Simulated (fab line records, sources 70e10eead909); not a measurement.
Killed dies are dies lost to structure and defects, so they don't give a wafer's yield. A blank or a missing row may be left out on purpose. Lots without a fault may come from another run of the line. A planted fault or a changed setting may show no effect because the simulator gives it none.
Chamber matching | flow nand_harc | NHARC_A_STAIRCASE_DEP_417 on pecvd-04: 3 sister chambers
The step deposits Si3N4, target thk 60 nm. 6 wafers are shown with their chamber, then 9 later ones without.

WAFERS WITH THEIR CHAMBER
wafer  | chamber | heater_power_outer_w (W) | heater_power_w (W)
L085.2 | 1       | 408                      | 651
L085.3 | 2       | 466                      | 739
L085.5 | 0       | 425                      | 674
L088.1 | 2       | 409                      | 684
L088.2 | 1       | 421                      | 689
L088.3 | 0       | 513                      | 809

WAFERS WITHOUT THEIR CHAMBER
wafer  | heater_power_outer_w (W) | heater_power_w (W)
L090.1 | 443                      | 745
L090.5 | 508                      | 816
L090.6 | 388                      | 640
L092.1 | 427                      | 725
L092.2 | 426                      | 710
L092.5 | 424                      | 714
L095.3 | 461                      | 759
L095.4 | 483                      | 749
L095.5 | 424                      | 693

WHICH CHAMBER EACH WENT THROUGH
wafer  | from the rows above          | in truth
L090.1 | can't be placed: 2 or 0 or 1 | 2
L090.5 | can't be placed: 0 or 2 or 1 | 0
L090.6 | can't be placed: 1 or 2 or 0 | 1
L092.1 | can't be placed: 2 or 1 or 0 | 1
L092.2 | can't be placed: 2 or 1 or 0 | 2
L092.5 | can't be placed: 2 or 1 or 0 | 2
L095.3 | can't be placed: 0 or 2 or 1 | 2
L095.4 | can't be placed: 0 or 2 or 1 | 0
L095.5 | can't be placed: 1 or 2 or 0 | 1
Placed correctly: 0 of 9. Can't be placed from these rows: 9 (the true chamber is among the candidates in 9). Placed wrongly: 0.
How it was worked out, from the rows above alone: a wafer's distance from a chamber is the root of the sum, over the readings, of the square of ((its reading less the chamber's mean) divided by the reading's scatter). The wafer belongs to the nearest chamber; if the next one is less than 2 further off, it can't be placed. A chamber's mean is the mean of its shown wafers. The scatter: the root of (the sum of the squares of (reading less its chamber's mean) over the shown wafers, divided by (wafers less chambers)).
